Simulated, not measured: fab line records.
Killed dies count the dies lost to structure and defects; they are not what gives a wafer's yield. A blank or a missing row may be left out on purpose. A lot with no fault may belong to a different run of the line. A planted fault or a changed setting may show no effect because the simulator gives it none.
Struck lot and sound lot, side by side    flow nandHarc    14 steps out of a route of 1159
Sound: the wafers L534.1, L534.2, L534.4. Struck: wafer L547.2 (left out: L547.4, L547.6 of the same lot, which were not struck); the cause appears at the end.
Each step with rows lists, per side, the tool, then ch with its chambers, then its first start. Under that, the readings that differ: sound wafers    struck wafers    difference of the means    sigmas: that difference in standard deviations of wafers without a fault.
alike: a reading whose means differ by less than 2 such deviations, as well as words and numbers matching on both sides. not compared: withheld readings; readings where some wafer has no value; bounds like >300 that might hide an equal value; numbers whose values overlap and for which the record gives no deviation.
A row with sigmas, a row that says differs or no value, or rows on one side alone: a step with any of these is where the two part. When numbers do not overlap yet have no deviation, they are printed without sigmas and do not part them. Lack of a reading on every wafer of one side parts them only where that side has two or more wafers.

first, 4 steps without rows for these wafers: NHARC_A_STAIRCASE_EXPOSE_06 (exposes mask STAIR); NHARC_A_STAIRCASE_PEB_07 (peb time 130 s); NHARC_A_STAIRCASE_DEVELOP_08 (time 140 s); NHARC_A_STAIRCASE_HARDBAKE_10 (time 140 s).
NHARC_A_STAIRCASE_DESCUM_11: chemistry O2, time 3 s.
  sound on rieDiel-08 ch 0,1,3, day 11 00:24; struck on rieDiel-03 ch 1, day 14 10:35
reading              sound              struck  difference  sigmas
oesProductAu (a.u.)  1.017 1.017 1.028  0.988   -0.033      -2
rfHoursCounterH (h)  39 41 37           36      -3          
  alike: drypumpMotorCurrentA, rfVppV, showerheadPlenumPTorr, throttleValvePct
then, 1 step without rows for these wafers: NHARC_A_STAIRCASE_TRIM_12 (chemistry O2, time 211.2 s).
NHARC_A_STAIRCASE_ETCH_13: etches the open film in C4F8/O2, target depth 100 nm, time 40.5 s.
  sound on rieDiel-08 ch 0,2,3; struck on rieDiel-03 ch 0
  alike: oesProductAu, rfVppV
  not compared: rfHoursCounterH
then, 1 step without rows for these wafers: NHARC_A_STAIRCASE_TRIM_14 (chemistry O2, time 211.2 s).
NHARC_A_STAIRCASE_ETCH_15: etches the open film in C4F8/O2, target depth 100 nm, time 40.5 s.
  sound on rieDiel-08 ch 0,2,3; struck on rieDiel-03 ch 2
reading              sound     struck  difference  sigmas
rfHoursCounterH (h)  37 39 39  35      -3          
  alike: oesProductAu, rfVppV
then, 1 step without rows for these wafers: NHARC_A_STAIRCASE_TRIM_16 (chemistry O2, time 211.2 s).
NHARC_A_STAIRCASE_ETCH_17: etches the open film in C4F8/O2, target depth 100 nm, time 40.5 s.
  sound on rieDiel-08 ch 0,2,3; struck on rieDiel-03 ch 1
reading              sound     struck  difference  sigmas
rfHoursCounterH (h)  39 39 37  36      -2          
  alike: oesProductAu, rfVppV
NHARC_A_STAIRCASE_TRIM_18: chemistry O2, time 211.2 s.
  sound on rieDiel-08 ch 0,1,2, day 11 01:17; struck on rieDiel-03 ch 2, day 14 11:23
reading               sound                 struck  difference  sigmas
oesProductAu (a.u.)   1.019 1.006 1.015     1.205   +0.192      +12
rfHoursCounterH (h)   39 39 41              35      -5          
throttleValvePct (%)  17.019 17.043 17.035  17.052  +0.020      +2
  alike: drypumpMotorCurrentA, rfVppV, showerheadPlenumPTorr
NHARC_A_STAIRCASE_ETCH_19: etches the open film in C4F8/O2, target depth 100 nm, time 40.5 s.
  sound on rieDiel-08 ch 0,1,3; struck on rieDiel-03 ch 1
reading              sound     struck  difference  sigmas
rfHoursCounterH (h)  39 37 41  36      -3          
  alike: oesProductAu, rfVppV
-- jump in the record: it breaks off in module A_STAIRCASE and resumes in module END (first step shown: number 1159 of the route), and 9 days separate the struck wafers' starts before and after --
NHARC_END_SORT_01:
  sound on prober-02 ch 0, day 20 01:11; struck on prober-01 ch 0, day 23 04:11
  alike: killedAtArray, killedAtOther, killedAtPeriphery, killedDies, killedOpen, killedShort

WHERE THEY PART
At NHARC_A_STAIRCASE_DESCUM_11 first; at NHARC_A_STAIRCASE_TRIM_18 last (within this record only). Later steps at which nothing parts them and some readings are alike: NHARC_A_STAIRCASE_ETCH_19, NHARC_END_SORT_01.

WHY: the cause the simulator had injected
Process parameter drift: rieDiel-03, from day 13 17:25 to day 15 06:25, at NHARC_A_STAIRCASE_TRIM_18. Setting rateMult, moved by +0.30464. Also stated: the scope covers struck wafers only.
